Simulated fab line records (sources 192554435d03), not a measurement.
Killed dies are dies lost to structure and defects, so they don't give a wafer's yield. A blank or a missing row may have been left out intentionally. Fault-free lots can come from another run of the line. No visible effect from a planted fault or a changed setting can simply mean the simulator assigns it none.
A single fault, viewed from 3 desks	flow n5Finfet	each desk holds nothing but its own numbers, with what lay behind them at the end

== FOR THE TOOL OWNER'S DESK: rieDiel-01 ==
The tool's own readings at N5_BEOL_M5_ETCH_68 (etches SOC in N2/H2, target depth 80 nm, overetch 16 nm, time 120 s): means of the sampled wafers that have a number, for each lot that ran on this tool. The brackets show how far a lot's mean lies from the usual mean; more than 4 standard deviations puts the lot out of limits, marked OUT.
Columns: A = drypumpMotorCurrentA at N5_BEOL_M5_ETCH_68, usual 5.7 A; B = oesProductAu at N5_BEOL_M5_ETCH_68, usual 0.58 a.u.; C = rfVppV at N5_BEOL_M5_ETCH_68, usual 523.5 V; D = showerheadPlenumPTorr at N5_BEOL_M5_ETCH_68, usual 2.53 Torr; E = throttleValvePct at N5_BEOL_M5_ETCH_68, usual 17.89 %
lot	first seen here	A	B	C	D	E
L464	day 9 20:29	5.8	0.62	523.0	2.52	17.85
L471	day 11 23:25	5.7	0.63	523.5	2.53	17.68
L475	day 12 23:26	6.0	0.61	523.3	2.51	17.58
This desk's finding: nothing out of limits on any of the 3 lots.

== AT THE METROLOGY DESK ==
Lot by lot, what the gauges showed, no matter which tool ran the lot: averages of those sampled wafers that carry a number. The brackets show how far a lot's mean lies from the usual mean; more than 4 standard deviations puts the lot out of limits, marked OUT.
Columns: A = cdNm at N5_BEOL_M5_CD_MEAS_28, usual 30.52 nm; B = V4_OVL at N5_BEOL_M5_OVL_MEAS_29, usual -0.1 nm
lot	first seen here	A	B
L457	day 8 01:53	30.40	0.5
L464	day 9 20:14	30.63	0.0
L470	day 11 22:53	30.32	-0.5
L471	day 11 22:56	30.73	-0.4
L475	day 12 23:14	30.28	0.1
L479	day 13 18:46	30.68	-0.2
This desk's finding: nothing out of limits on any of the 6 lots.

== THE DEFECT DESK ==
Counts from the inspections along the route, per lot, as means over the sampled wafers that have a number. The brackets show how far a lot's mean lies from the usual mean; more than 4 standard deviations puts the lot out of limits, marked OUT.
Columns: A = rawDefectCount at N5_BEOL_M5_INSPECT_30, usual 442
lot	first seen here	A
L457	day 8 01:59	419
L464	day 9 20:20	459
L470	day 11 22:58	409
L471	day 11 23:02	395
L475	day 12 23:19	486
L479	day 13 18:51	538
This desk's finding: nothing out of limits on any of the 6 lots.

== BROUGHT TOGETHER ==
The tool owner's desk saw nothing out of limits.
From the metrology desk's view, nothing was out of limits.
Nothing out of limits was seen by the defect desk.

== WHAT WAS PUT IN BY THE SIMULATOR ==
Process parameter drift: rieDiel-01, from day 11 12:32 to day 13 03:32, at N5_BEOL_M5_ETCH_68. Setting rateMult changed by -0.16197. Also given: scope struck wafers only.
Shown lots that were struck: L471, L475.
